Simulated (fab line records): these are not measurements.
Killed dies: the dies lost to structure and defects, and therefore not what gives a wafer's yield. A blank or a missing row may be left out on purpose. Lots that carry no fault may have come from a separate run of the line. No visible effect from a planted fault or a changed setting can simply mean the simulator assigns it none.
fab line records ; flow nandHarc
record: lots: 6; wafers: 18; lastDay: 21
route steps=1159 shown A_BLC@989 A_M0@994 END@1159
lots that met no fault: taken from a fault-free run of the same line
startH: hours from the record's first day to the start of the lot's first wafer shown ; waitH: how many hours have passed since the lot's step before this one ; " as in the row above ; L1.1+2: a row that stands for several wafers ; - no value, or no start given ; * or withheld: withheld ; < > ~ a bound
route shown NAME@n: names a module that has steps shown in the file, with the first one's number in the route ; usual: mean/standard deviation of fault-free wafers ; same: alike in all rows ; chamber/n: place in a boat ; sites: each site's reading ; _std_site: the standard deviation of these ; _edge_site: the outer-site mean with the inner-site mean subtracted ; radiusMm: for every site, how far away it sits from the centre of the wafer ; mask NAME#n: copy n ; behind: the most recent tool/chamber to have shaped the wafer ; hold: why the lot was held/for how many hours/how that ended ; device: which transistor (n, p or np) failed to switch ; end of line: tests run on the same wafers once the route is complete ; a step with no rows: only its recipe ; killed: count of dies lost to structure and defects at first sort (not the wafer's yield) ; map: a wafer's dies, marking killed ones x, the rest . and places with no die _
set.NAME: the setting the step ran with; set.NAME@STEP: the setting that earlier step ran with ; model.NAME: the simulator's own value behind a step, which no gauge read
lots seen at some steps along the route; tables by step, rows by wafer
services: a tool's chamber out of use, with start hour (startH, from the record's first day; less than 0 if before it), hours out, and reason
== steps ==
step: NHARC_A_BLC_CVD_24
recipe: targetThkA: 1500; tempC: 300; pressureTorr: 40; wf6FlowSccm: 40; h2FlowSccm: 1600; arFlowSccm: 1560; timeS: 434; material: W
usual: heaterPowerW: 454/29; throttleValvePct: 7.82/0.17
lot.wafer;tool;chamber;startH;waitH;heaterPowerW;throttleValvePct
L465.2;cvdW-02;0;-;-;469;7.74
L465.4;cvdW-02;1;-;-;423;7.87
L465.5;cvdW-02;1;-;-;423;8.01
L464.1;cvdW-02;1;-;-;425;7.96
L464.4;cvdW-02;0;-;-;452;7.92
L464.6;cvdW-02;1;-;-;417;7.79
L471.1;cvdW-01;1;-;-;495;7.56
L471.3;cvdW-01;1;-;-;490;7.58
L471.4;cvdW-01;0;-;-;449;8.00
L472.2;cvdW-02;1;-;-;426;7.87
L472.3;cvdW-02;0;-;-;465;8.02
L472.6;cvdW-02;0;-;-;464;7.74
L473.2;cvdW-01;1;-;-;492;7.59
L473.4;cvdW-01;1;-;-;486;7.51
L473.6;cvdW-01;0;-;-;457;7.90
L477.2;cvdW-02;0;-;-;462;7.48
L477.4;cvdW-02;1;-;-;421;7.62
L477.6;cvdW-02;1;-;-;434;8.15
step: NHARC_A_BLC_CMP_25
recipe: tOverpolishS: 30; targetThkNm: 150
usual: motorCurrentA: 12.1/1.5; overpolishRunS: 29.998/0.0092; timeToEndpointS: 30/3.4
lot.wafer;tool;chamber;startH;waitH;motorCurrentA;overpolishRunS;timeToEndpointS
L465.4;cmp-01;3;400.40;0.3;11.3;29.995;28
L465.2;cmp-01;2;400.40;0.3;10.6;29.998;35
L465.5;cmp-01;0;400.40;0.3;12.5;30.004;35
L464.1;cmp-03;0;400.86;0.4;10.3;30.002;31
L464.4;cmp-03;1;400.86;0.4;11.9;30.000;26
L464.6;cmp-03;0;400.86;0.4;10.4;30.001;28
L471.3;cmp-03;0;439.76;0.3;10.6;29.995;33
L471.1;cmp-03;1;439.76;0.3;12.3;30.006;28
L471.4;cmp-03;3;439.76;0.3;14.5;29.978;29
L472.3;cmp-01;2;453.21;0.4;10.7;29.992;34
L472.2;cmp-01;3;453.21;0.4;11.0;29.994;25
L472.6;cmp-01;1;453.21;0.4;11.6;30.007;30
L473.2;cmp-03;0;460.00;0.4;10.5;30.012;34
L473.4;cmp-03;2;460.00;0.4;13.3;29.991;30
L473.6;cmp-03;0;460.00;0.4;10.2;29.981;33
L477.4;cmp-04;0;464.36;0.3;13.1;29.987;32
L477.2;cmp-04;2;464.36;0.3;13.6;30.014;29
L477.6;cmp-04;0;464.36;0.3;13.1;29.996;36
step: NHARC_A_BLC_SRD_27
step: NHARC_A_BLC_INSPECT_28
usual: rawDefectCount: 443/120
lot.wafer;tool;chamber;startH;waitH;rawDefectCount
L465.2;defectInspect-02;-;400.81;0.1;422
L465.4;defectInspect-02;-;400.81;0.1;346
L465.5;defectInspect-02;-;400.81;0.1;522
L464.1;defectInspect-02;-;401.26;0.1;550
L464.4;defectInspect-02;-;401.26;0.1;452
L464.6;defectInspect-02;-;401.26;0.1;435
L471.1;defectInspect-01;-;440.16;0.1;445
L471.3;defectInspect-01;-;440.16;0.1;601
L471.4;defectInspect-01;-;440.16;0.1;498
L472.2;defectInspect-02;-;453.59;0.1;369
L472.3;defectInspect-02;-;453.59;0.1;463
L472.6;defectInspect-02;-;453.59;0.1;507
L473.2;defectInspect-01;-;460.40;0.1;231
L473.4;defectInspect-01;-;460.40;0.1;388
L473.6;defectInspect-01;-;460.40;0.1;271
L477.2;defectInspect-01;-;464.78;0.1;392
L477.4;defectInspect-01;-;464.78;0.1;420
L477.6;defectInspect-01;-;464.78;0.1;446
step: NHARC_A_M0_DEP_00
recipe: targetThkA: 1500; targetThkNm: 150; tempC: withheld; pressureTorr: 5; flowSccm: 200; rfW: 600; material: SiOC
step: NHARC_A_M0_DEHYDRATE_01
recipe: tempC: 150; timeS: 120
step: NHARC_A_M0_HMDS_02
recipe: timeS: 30
step: NHARC_A_M0_COAT_33
recipe: tempC: 200; timeS: 65
step: NHARC_A_M0_COAT_03
recipe: spinRpm: 1500; resistThkNm: 90
step: NHARC_A_M0_SOFTBAKE_04
recipe: tempC: 105; timeS: 55
step: NHARC_A_M0_EBR_05
step: NHARC_A_M0_EXPOSE_06
recipe: na: 1.35; targetCdNm: 80; doseMj: 83.25; maskId: A_M0
usual: exposureDoseMJCm2: 83.27/0.087
lot.wafer;tool;chamber;startH;waitH;mask;exposureDoseMJCm2
L465.2;arfiScanner-03;0;401.58;-;A_M0#0;83.23
L465.4;arfiScanner-03;0;401.58;-;A_M0#0;83.22
L465.5;arfiScanner-03;0;401.58;-;A_M0#0;83.22
L464.1;arfiScanner-01;0;402.03;-;A_M0#0;83.32
L464.4;arfiScanner-01;0;402.03;-;A_M0#0;83.30
L464.6;arfiScanner-01;0;402.03;-;A_M0#0;83.42
L471.1;arfiScanner-02;0;440.93;-;A_M0#0;83.22
L471.3;arfiScanner-02;0;440.93;-;A_M0#0;83.24
L471.4;arfiScanner-02;0;440.93;-;A_M0#0;83.29
L472.2;arfiScanner-03;0;454.36;-;A_M0#0;85.54
L472.3;arfiScanner-03;0;454.36;-;A_M0#0;85.58
L472.6;arfiScanner-03;0;454.36;-;A_M0#0;85.61
L473.2;arfiScanner-03;0;461.05;-;A_M0#0;85.37
L473.4;arfiScanner-03;0;461.05;-;A_M0#0;85.35
L473.6;arfiScanner-03;0;461.05;-;A_M0#0;85.26
L477.2;arfiScanner-02;0;465.54;-;A_M0#0;83.35
L477.4;arfiScanner-02;0;465.54;-;A_M0#0;83.24
L477.6;arfiScanner-02;0;465.54;-;A_M0#0;83.20
step: NHARC_A_M0_PEB_07
recipe: pebTempC: 100; pebTimeS: 65
step: NHARC_A_M0_DEVELOP_08
recipe: developTimeS: 35; devTempC: 23
step: NHARC_A_M0_CD_MEAS_09
recipe: targetCdNm: 80; landingEnergyEv: 500
usual: cdNm: 79.8/0.87
lot.wafer;tool;chamber;startH;waitH;cdNm
L465.2;cdSem-01;0;401.72;-;80.1
L465.4;cdSem-01;0;401.72;-;79.9
L465.5;cdSem-01;0;401.72;-;80.7
L464.1;cdSem-03;0;402.17;-;80.0
L464.4;cdSem-03;0;402.17;-;80.2
L464.6;cdSem-03;0;402.17;-;79.9
L471.1;cdSem-03;0;441.07;-;78.8
L471.3;cdSem-03;0;441.07;-;80.2
L471.4;cdSem-03;0;441.07;-;79.4
L472.2;cdSem-01;0;454.49;-;82.4
L472.3;cdSem-01;0;454.49;-;80.9
L472.6;cdSem-01;0;454.49;-;81.8
L473.2;cdSem-03;0;461.18;-;81.5
L473.4;cdSem-03;0;461.18;-;81.6
L473.6;cdSem-03;0;461.18;-;81.8
L477.2;cdSem-02;0;465.68;-;77.7
L477.4;cdSem-02;0;465.68;-;77.3
L477.6;cdSem-02;0;465.68;-;79.3
step: NHARC_A_M0_OVL_MEAS_10
recipe: pitchNm: 160
usual: overlayXNm: 0.1/0.76; overlayYNm: -0.1/0.92
lot.wafer;tool;chamber;startH;waitH;overlayXNm;overlayYNm
L465.2;overlay-01;-;401.80;-;-0.4;-1.2
L465.4;overlay-01;-;401.80;-;0.1;-1.7
L465.5;overlay-01;-;401.80;-;-0.2;-1.4
L464.1;overlay-01;-;402.25;-;-0.8;1.5
L464.4;overlay-01;-;402.25;-;-0.6;1.6
L464.6;overlay-01;-;402.25;-;-1.1;0.8
L471.1;overlay-01;-;441.15;-;1.0;-2.0
L471.3;overlay-01;-;441.15;-;0.3;-1.6
L471.4;overlay-01;-;441.15;-;1.5;-1.4
L472.2;overlay-02;-;454.58;-;1.0;0.6
L472.3;overlay-02;-;454.58;-;0.6;0.5
L472.6;overlay-02;-;454.58;-;0.6;0.1
L473.2;overlay-02;-;461.27;-;0.2;-1.2
L473.4;overlay-02;-;461.27;-;0.1;-0.9
L473.6;overlay-02;-;461.27;-;0.0;-0.7
L477.2;overlay-02;-;465.77;-;0.2;0.5
L477.4;overlay-02;-;465.77;-;0.1;0.1
L477.6;overlay-02;-;465.77;-;0.1;-0.1
step: NHARC_A_M0_INSPECT_11
usual: rawDefectCount: 32/13
lot.wafer;tool;chamber;startH;waitH;rawDefectCount
L465.2;defectInspect-01;-;401.86;0.1;9
L465.4;defectInspect-01;-;401.86;0.1;20
L465.5;defectInspect-01;-;401.86;0.1;21
L464.1;defectInspect-02;-;402.29;0.0;29
L464.4;defectInspect-02;-;402.29;0.0;33
L464.6;defectInspect-02;-;402.29;0.0;29
L471.1;defectInspect-01;-;441.19;0.0;26
L471.3;defectInspect-01;-;441.19;0.0;32
L471.4;defectInspect-01;-;441.19;0.0;28
L472.2;defectInspect-02;-;454.62;0.0;40
L472.3;defectInspect-02;-;454.62;0.0;30
L472.6;defectInspect-02;-;454.62;0.0;43
L473.2;defectInspect-02;-;461.31;0.0;13
L473.4;defectInspect-02;-;461.31;0.0;24
L473.6;defectInspect-02;-;461.31;0.0;18
L477.2;defectInspect-01;-;465.80;0.0;16
L477.4;defectInspect-01;-;465.80;0.0;19
L477.6;defectInspect-01;-;465.80;0.0;19
step: NHARC_A_M0_DESCUM_14
recipe: timeS: 3; o2FlowSccm: 200; arFlowSccm: 0; biasPowerW: 0; chemistry: O2
usual: drypumpMotorCurrentA: 5.7/0.31; oesProductAu: 0.998/0.012; rfVppV: 57.7/0.86; showerheadPlenumPTorr: 1.90/0.097; throttleValvePct: 11.312/0.0092
lot.wafer;tool;chamber;startH;waitH;drypumpMotorCurrentA;oesProductAu;rfHoursCounterH;rfVppV;showerheadPlenumPTorr;throttleValvePct;model.A_M0.cdNm
L465.4;rieDiel-07;2;401.93;0.1;5.6;0.991;11;56.9;1.79;11.316;80.56
L465.2;rieDiel-07;3;401.93;0.1;5.6;1.000;10;57.9;1.81;11.314;81.18
L465.5;rieDiel-07;0;401.93;0.1;5.7;1.000;-;57.0;1.80;11.311;79.82
L464.4;rieDiel-07;1;402.37;0.1;5.0;1.013;12;58.7;2.05;11.318;80.09
L464.1;rieDiel-07;2;402.37;0.1;5.6;0.977;11;57.9;1.79;11.316;80.17
L464.6;rieDiel-07;0;402.37;0.1;5.7;0.995;-;57.3;1.80;11.304;79.75
L471.1;rieDiel-04;0;441.25;0.1;5.8;1.005;11;57.5;1.98;11.312;79.31
L471.4;rieDiel-04;1;441.25;0.1;5.7;0.998;13;57.5;1.84;11.311;79.89
L471.3;rieDiel-04;2;441.25;0.1;6.0;1.010;8;57.7;1.86;11.321;79.5
L472.3;rieDiel-04;0;454.68;0.1;5.8;0.991;11;57.8;1.98;11.312;81.74
L472.2;rieDiel-04;2;454.68;0.1;6.0;1.000;9;58.4;1.86;11.314;80.87
L472.6;rieDiel-04;0;454.68;0.1;5.7;0.994;-;58.1;1.98;11.318;82.25
L473.4;rieDiel-04;0;461.38;0.1;5.8;0.991;11;57.7;1.98;11.316;82.52
L473.2;rieDiel-04;1;461.38;0.1;5.7;0.997;14;57.1;1.84;11.326;82.01
L473.6;rieDiel-04;3;461.38;0.1;6.0;1.000;-;57.8;1.98;11.308;82.41
L477.4;rieDiel-04;3;465.88;0.1;6.0;1.018;11;57.8;1.98;11.302;78.01
L477.2;rieDiel-04;0;465.88;0.1;5.8;0.995;12;57.5;1.98;11.325;78.94
L477.6;rieDiel-04;1;465.88;0.1;5.7;0.994;-;56.7;1.84;11.312;79.67
step: NHARC_A_M0_ETCH_34
recipe: targetDepthA: 400; overetchA: 120; timeS: 43.94; ionEnergyEv: 200; n2FlowSccm: 150; h2FlowSccm: 150; arFlowSccm: 0; rfW: 400; biasW: 150; chemistry: N2/H2
usual: drypumpMotorCurrentA: 5.7/0.31; oesProductAu: 0.998/0.011; rfVppV: 430/3; showerheadPlenumPTorr: 2.02/0.11; throttleValvePct: 14.172/0.01
lot.wafer;tool;chamber;startH;waitH;drypumpMotorCurrentA;oesProductAu;rfHoursCounterH;rfVppV;showerheadPlenumPTorr;throttleValvePct
L465.2;rieDiel-07;3;402.01;0.1;5.6;1.014;10;427;1.93;14.180
L465.4;rieDiel-07;0;402.01;0.1;5.7;0.990;12;427;1.91;14.166
L465.5;rieDiel-07;2;402.01;0.1;5.6;0.986;-;427;1.91;14.171
L464.1;rieDiel-07;1;402.44;0.1;5.0;1.019;12;435;2.19;14.177
L464.4;rieDiel-07;2;402.44;0.1;5.7;0.994;11;427;1.91;14.164
L464.6;rieDiel-07;2;402.44;0.1;5.6;0.982;-;427;1.91;14.157
L471.3;rieDiel-04;0;441.34;0.1;5.8;0.992;11;433;2.12;14.196
L471.1;rieDiel-04;1;441.34;0.1;5.7;0.989;13;429;1.96;14.187
L471.4;rieDiel-04;2;441.34;0.1;6.0;0.998;8;429;1.98;14.193
L472.2;rieDiel-04;0;454.76;0.1;5.8;1.002;11;433;2.11;14.169
L472.3;rieDiel-04;1;454.76;0.1;5.7;0.990;14;429;1.96;14.182
L472.6;rieDiel-04;0;454.76;0.1;5.8;0.994;-;432;2.12;14.172
L473.4;rieDiel-04;1;461.46;0.1;5.7;0.997;14;428;1.96;14.184
L473.2;rieDiel-04;3;461.46;0.1;6.0;1.000;11;433;2.11;14.170
L473.6;rieDiel-04;1;461.46;0.1;5.7;1.000;-;429;1.96;14.179
L477.2;rieDiel-07;1;466.01;0.1;5.0;1.019;6;435;2.19;14.165
L477.4;rieDiel-07;2;466.01;0.1;5.6;0.994;6;426;1.90;14.174
L477.6;rieDiel-07;0;466.01;0.1;5.7;0.996;-;428;1.91;14.172
step: NHARC_A_M0_ETCH_15
recipe: targetDepthA: 1500; overetchA: 150; timeS: 82.5; c4f8FlowSccm: withheld; arFlowSccm: 400; rfW: 600; biasW: 300; chemistry: C4F8/Ar
usual: oesProductAu: 0.946/0.025; rfVppV: 440/3.1
lot.wafer;tool;chamber;startH;waitH;oesProductAu;rfHoursCounterH;rfVppV;model.A_M0.cdNm
L465.2;rieDiel-07;0;-;-;0.931;12;437;81.03
L465.4;rieDiel-07;1;-;-;0.946;12;445;81.36
L465.5;rieDiel-07;0;-;-;0.926;-;437;79.77
L464.4;rieDiel-07;0;-;-;0.929;12;437;80.03
L464.1;rieDiel-07;1;-;-;0.930;12;446;80.1
L464.6;rieDiel-07;2;-;-;0.908;-;437;79.6
L471.1;rieDiel-04;3;-;-;0.926;10;443;78.63
L471.4;rieDiel-04;0;-;-;0.920;11;442;79.54
L471.3;rieDiel-04;1;-;-;0.903;13;439;79.32
L472.2;rieDiel-04;0;-;-;0.962;11;444;80.65
L472.3;rieDiel-04;3;-;-;0.961;11;444;81.03
L472.6;rieDiel-04;1;-;-;0.958;-;441;82.07
L473.2;rieDiel-04;3;-;-;0.924;11;443;81.13
L473.4;rieDiel-04;1;-;-;0.915;14;439;82.07
L473.6;rieDiel-04;3;-;-;0.922;-;443;81.64
L477.2;rieDiel-06;2;466.11;-;0.985;3;445;78.36
L477.4;rieDiel-06;3;466.11;-;0.997;3;440;77.7
L477.6;rieDiel-06;3;466.11;-;1.002;-;440;79.9
step: NHARC_A_M0_CD_MEAS_16
usual: cdNm: 79.6/1.1
lot.wafer;tool;chamber;startH;waitH;cdNm
L465.2;cdSem-02;-;402.22;-;80.8
L465.4;cdSem-02;-;402.22;-;81.6
L465.5;cdSem-02;-;402.22;-;80.1
L464.1;cdSem-03;-;402.65;-;80.2
L464.4;cdSem-03;-;402.65;-;80.3
L464.6;cdSem-03;-;402.65;-;79.7
L471.1;cdSem-01;-;441.55;-;78.6
L471.3;cdSem-01;-;441.55;-;79.2
L471.4;cdSem-01;-;441.55;-;79.4
L472.2;cdSem-03;-;454.98;-;80.6
L472.3;cdSem-03;-;454.98;-;80.9
L472.6;cdSem-03;-;454.98;-;82.0
L473.2;cdSem-02;-;461.67;-;81.2
L473.4;cdSem-02;-;461.67;-;82.0
L473.6;cdSem-02;-;461.67;-;81.5
L477.2;cdSem-03;-;466.24;-;78.6
L477.4;cdSem-03;-;466.24;-;77.5
L477.6;cdSem-03;-;466.24;-;80.1
step: NHARC_END_SORT_01
recipe: tempC: 25
usual: defectLimitedYield: 95.1/1.5; killedAtArray: 29/10; killedAtOther: 0.7/1; killedAtPeriphery: 3.7/2.6; killedDies: 33/10; killedOpen: 3.4/1.8; killedShort: 1.8/1.3; sort_bin_2_pct: 1.5/0.64; sort_bin_3_pct: 0.29/0.24; sort_bin_4_pct: 3.1/0.95; sortNPass: 644/10; sortRimYieldPct: 96.9/2.6; sortYieldPct: 95.1/1.5
same: grossDies: 677; sort_bin_5_pct[%]: 0; sort_bin_6_pct[%]: 0; sort_bin_7_pct[%]: 0; sort_bin_8_pct[%]: 0; sortRimNGross: 106.00
lot.wafer;tool;chamber;startH;waitH;defectLimitedYield[%];killedAtArray;killedAtOther;killedAtPeriphery;killedDies;killedOpen;killedShort;sort_bin_2_pct[%];sort_bin_3_pct[%];sort_bin_4_pct[%];sortNPass;sortRimYieldPct[%];sortYieldPct[%]
L465.2;prober-01;0;448.57;2.8;96.9;13;5;3;21;8;1;1.5;0;1.6;656;98.1;96.9
L465.4;prober-01;0;450.16;3.4;96.2;22;2;2;26;6;2;1.0;0;2.8;651;96.2;96.2
L465.5;prober-01;0;450.96;3.7;95.9;22;3;3;28;6;1;0.9;0.15;3.1;649;96.2;95.9
L464.1;prober-01;0;455.60;2.5;95.4;26;2;3;31;1;1;0.9;0.44;3.2;646;100.0;95.4
L464.4;prober-01;0;458.03;3.5;95.9;24;0;4;28;1;0;0.7;0.44;3.0;649;94.3;95.9
L464.6;prober-01;0;459.66;4.1;96.2;21;0;5;26;1;0;0.9;0.30;2.7;651;94.3;96.2
L471.1;prober-02;0;483.91;2.5;95.9;24;1;3;28;3;1;1.5;0.59;2.1;649;97.2;95.9
L471.3;prober-02;0;485.53;3.1;93.8;33;0;9;42;4;3;1.5;0.30;4.4;635;92.5;93.8
L471.4;prober-02;0;486.34;3.4;94.1;30;0;10;40;2;2;1.8;0.30;3.8;637;97.2;94.1
L472.2;prober-01;0;496.94;2.8;93.5;35;1;8;44;6;2;3.1;0.59;2.8;633;92.5;93.5
L472.3;prober-01;0;497.75;3.1;95.6;25;1;4;30;3;1;1.6;0;2.8;647;96.2;95.6
L472.6;prober-01;0;500.18;4.0;93.6;35;2;6;43;3;2;2.5;0.30;3.5;634;94.3;93.6
L473.2;prober-02;0;501.00;2.8;97.3;14;0;4;18;1;2;0.4;0;2.2;659;100.0;97.3
L473.4;prober-02;0;502.59;3.4;96.0;24;1;2;27;5;1;1.8;0.15;2.1;650;98.1;96.0
L473.6;prober-02;0;504.17;4.0;96.9;21;0;0;21;2;4;0.6;0.30;2.2;656;97.2;96.9
L477.2;prober-01;0;507.44;2.8;96.9;14;0;7;21;1;2;1.3;0.15;1.6;656;99.1;96.9
L477.4;prober-01;0;509.02;3.4;95.7;20;2;7;29;1;3;0.9;0.15;3.2;648;96.2;95.7
L477.6;prober-01;0;510.60;4.0;95.0;28;1;5;34;6;2;1.3;0.59;3.1;643;99.1;95.0
killed by level:class
L465.2 THIN_TSV:chamberFilmFlake=4 A_CONTACT:geometricParticle:open=2 A_ZERO_WELL:chamberFilmFlake=2 A_STAIRCASE:chamberFilmFlake=2 P_GATE:geometricParticle:open=1 P_M1:geometricParticle:open=1 A_CHANNEL_FILL_D1:geometricParticle:open=1 A_SGD_CUT:geometricParticle:open=1
L465.4 A_CONTACT:chamberFilmFlake=6 A_STAIRCASE:chamberFilmFlake=3 A_WL_FILL:chamberFilmFlake=3 A_ZERO_WELL:chamberFilmFlake=2 A_CHANNEL_HOLE_D1:chamberFilmFlake=2 THIN_TSV:chamberFilmFlake=2 P_GATE:geometricParticle:open=1 P_CONTACT:geometricParticle:open=1
L465.5 A_CHANNEL_HOLE_D1:chamberFilmFlake=5 A_WL_FILL:chamberFilmFlake=4 A_STAIRCASE:chamberFilmFlake=3 A_CONTACT:chamberFilmFlake=3 THIN_TSV:chamberFilmFlake=3 A_BLC:geometricParticle:open=2 P_GATE:geometricParticle:open=1 P_M2:geometricParticle:open=1
L464.1 A_CHANNEL_HOLE_D1:chamberFilmFlake=12 A_SLIT:chamberFilmFlake=7 A_CONTACT:chamberFilmFlake=4 P_M0:chamberFilmFlake=2 THIN_TSV:chamberFilmFlake=2 P_M2:geometricParticle:open=1 A_M1:geometricParticle:short=1 A_STAIRCASE:chamberFilmFlake=1
L464.4 A_SLIT:chamberFilmFlake=10 A_CHANNEL_HOLE_D1:chamberFilmFlake=9 P_M0:chamberFilmFlake=3 A_STAIRCASE:chamberFilmFlake=2 A_CONTACT:chamberFilmFlake=2 P_M2:geometricParticle:open=1 A_CHANNEL_FILL_D1:chamberFilmFlake=1
L464.6 A_CHANNEL_HOLE_D1:chamberFilmFlake=9 A_SLIT:chamberFilmFlake=6 A_CONTACT:chamberFilmFlake=5 P_M0:chamberFilmFlake=2 P_GATE:geometricParticle:open=1 P_ZERO_WELL:chamberFilmFlake=1 P_CONTACT:chamberFilmFlake=1 A_STAIRCASE:chamberFilmFlake=1
L471.1 A_CHANNEL_HOLE_D1:chamberFilmFlake=12 A_STAIRCASE:chamberFilmFlake=3 A_CONTACT:chamberFilmFlake=3 P_CONTACT:geometricParticle:open=1 A_ONON_D1:geometricParticle:open=1 A_WL_FILL:geometricParticle:open=1 A_BLC:geometricParticle:short=1 P_STI:chamberFilmFlake=1
L471.3 A_CHANNEL_HOLE_D1:chamberFilmFlake=17 P_BONDPAD:chamberFilmFlake=5 A_STAIRCASE:chamberFilmFlake=5 A_M1:chamberFilmFlake=4 A_CHANNEL_FILL_D1:geometricParticle:open=2 P_ZERO_WELL:chamberFilmFlake=2 P_M0:geometricParticle:open=1 A_ONON_D1:geometricParticle:short=1
L471.4 A_CHANNEL_HOLE_D1:chamberFilmFlake=16 A_STAIRCASE:chamberFilmFlake=7 P_BONDPAD:chamberFilmFlake=5 P_STI:chamberFilmFlake=4 A_M1:chamberFilmFlake=2 A_CHANNEL_FILL_D1:geometricParticle:short=1 A_CONTACT:geometricParticle:open=1 A_BLC:geometricParticle:open=1
L472.2 A_CHANNEL_HOLE_D1:chamberFilmFlake=23 P_ZERO_WELL:chamberFilmFlake=5 A_STAIRCASE:chamberFilmFlake=4 A_CONTACT:geometricParticle:open=3 A_CONTACT:chamberFilmFlake=2 P_GATE:geometricParticle:open=1 P_CONTACT:geometricParticle:open=1 A_ONON_D1:geometricParticle:open=1
L472.3 A_CHANNEL_HOLE_D1:chamberFilmFlake=19 P_ZERO_WELL:chamberFilmFlake=4 A_CONTACT:geometricParticle:open=2 A_WL_FILL:geometricParticle:short=1 A_BLC:geometricParticle:open=1 A_STAIRCASE:chamberFilmFlake=1 A_CONTACT:chamberFilmFlake=1 THIN_TSV:chamberFilmFlake=1
L472.6 A_CHANNEL_HOLE_D1:chamberFilmFlake=24 A_STAIRCASE:chamberFilmFlake=6 P_ZERO_WELL:chamberFilmFlake=5 A_M0:geometricParticle:open=2 A_CONTACT:chamberFilmFlake=2 P_CONTACT:geometricParticle:open=1 A_CHANNEL_HOLE_D1:geometricParticle:short=1 STARTING-WAFER:geometricParticle:short=1
L473.2 A_CONTACT:chamberFilmFlake=5 A_CHANNEL_HOLE_D1:chamberFilmFlake=3 A_WL_FILL:chamberFilmFlake=3 P_GATE:chamberFilmFlake=2 P_CONTACT:geometricParticle:short=1 A_CONTACT:geometricParticle:open=1 A_CONTACT:geometricParticle:short=1 P_ZERO_WELL:chamberFilmFlake=1
L473.4 A_CHANNEL_HOLE_D1:chamberFilmFlake=6 A_STAIRCASE:chamberFilmFlake=6 A_CONTACT:chamberFilmFlake=5 A_CHANNEL_FILL_D1:geometricParticle:open=2 A_WL_FILL:chamberFilmFlake=2 P_M0:geometricParticle:short=1 A_ONON_D1:geometricParticle:open=1 A_BLC:geometricParticle:open=1
L473.6 A_CHANNEL_HOLE_D1:chamberFilmFlake=6 A_STAIRCASE:chamberFilmFlake=5 A_WL_FILL:chamberFilmFlake=3 A_ONON_D1:geometricParticle:short=2 A_ONON_D1:geometricParticle:open=1 A_SGD_CUT:geometricParticle:short=1 A_WL_FILL:geometricParticle:short=1 A_CONTACT:geometricParticle:open=1
L477.2 A_CONTACT:chamberFilmFlake=5 A_CHANNEL_HOLE_D1:chamberFilmFlake=3 P_ZERO_WELL:chamberFilmFlake=2 P_STI:chamberFilmFlake=2 A_STAIRCASE:chamberFilmFlake=2 A_BLC:chamberFilmFlake=2 P_M0:geometricParticle:short=1 P_M2:geometricParticle:open=1
L477.4 P_M2:chamberFilmFlake=5 A_STAIRCASE:chamberFilmFlake=4 A_CONTACT:chamberFilmFlake=4 A_CHANNEL_HOLE_D1:chamberFilmFlake=3 A_BLC:chamberFilmFlake=3 A_WL_FILL:chamberFilmFlake=2 P_GATE:chamberFilmFlake=2 THIN_TSV:chamberFilmFlake=2
L477.6 A_STAIRCASE:chamberFilmFlake=5 A_CONTACT:chamberFilmFlake=5 A_BLC:chamberFilmFlake=4 A_ONON_D1:geometricParticle:open=2 A_CONTACT:geometricParticle:open=2 P_M2:chamberFilmFlake=2 A_CHANNEL_HOLE_D1:chamberFilmFlake=2 A_WL_FILL:chamberFilmFlake=2
== services ==
tool;chamber;startH;hours;kind
cmp-01;-;376.94;3.9;repair
cvdW-02;-;377.78;13.0;pm
arfiScanner-02;-;378.33;0.5;repair
cmp-03;-;378.68;0.8;repair
rieDiel-04;2;384.16;13.6;repair
rieDiel-04;0;395.98;-;clean
rieDiel-04;1;395.98;-;clean
rieDiel-04;3;395.98;-;clean
cmp-04;-;399.00;4.0;pm
rieDiel-07;-;405.68;9.0;pm
rieDiel-04;2;407.51;9.3;repair
rieDiel-06;-;418.39;9.0;pm
cmp-04;-;418.75;4.6;repair
rieDiel-07;3;418.76;12.8;repair
rieDiel-04;0;420.48;-;clean
rieDiel-04;1;420.48;-;clean
arfiScanner-02;-;420.67;1.5;repair
arfiScanner-02;-;428.01;4.0;pm
cmp-04;-;433.61;2.1;repair
rieDiel-04;3;443.74;6.8;repair
cmp-03;-;450.00;4.0;pm
arfiScanner-01;-;453.55;4.1;repair
cmp-03;-;462.05;1.0;repair
rieDiel-04;-;465.92;9.0;pm
== key ==
firstSign: step: NHARC_A_M0_EXPOSE_06; reading: exposureDoseMJCm2; direction: up; sigmas: 25; usual: 83.27; struck: 85.45
effect: step: NHARC_A_M0_CD_MEAS_09; reading: cdNm; direction: up; sigmas: 2.2; usual: 79.8; struck: 81.7; wafersMoved: 3; through: controlLoop
effect: step: NHARC_A_M0_CD_MEAS_16; reading: cdNm; direction: up; sigmas: 1.6; usual: 79.6; struck: 81.4; through: controlLoop
modelEffect: step: NHARC_A_M0_DESCUM_14; value: A_M0.cdNm; without: 80.32; struck: 81.97
modelEffect: step: NHARC_A_M0_ETCH_15; value: A_M0.cdNm; without: 79.78; struck: 81.43
metAt NHARC_A_M0_EXPOSE_06
struckWafers L472.2,L472.3,L472.6,L473.2,L473.4,L473.6
loopTrim: step: NHARC_A_M0_EXPOSE_06; setting: dose; lots: L473
onsetBetween 401.58 454.36
fault: kind: processParameterDrift; tool: arfiScanner-03; chamber: -; onsetH: 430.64; steps: NHARC_A_M0_EXPOSE_06; channel: doseMj; offset: 2.3656; shape: step; actsIn: theseRecipesOnly; stated: 83.25
loopTrim: a control loop set the setting to another value than it would have without faults
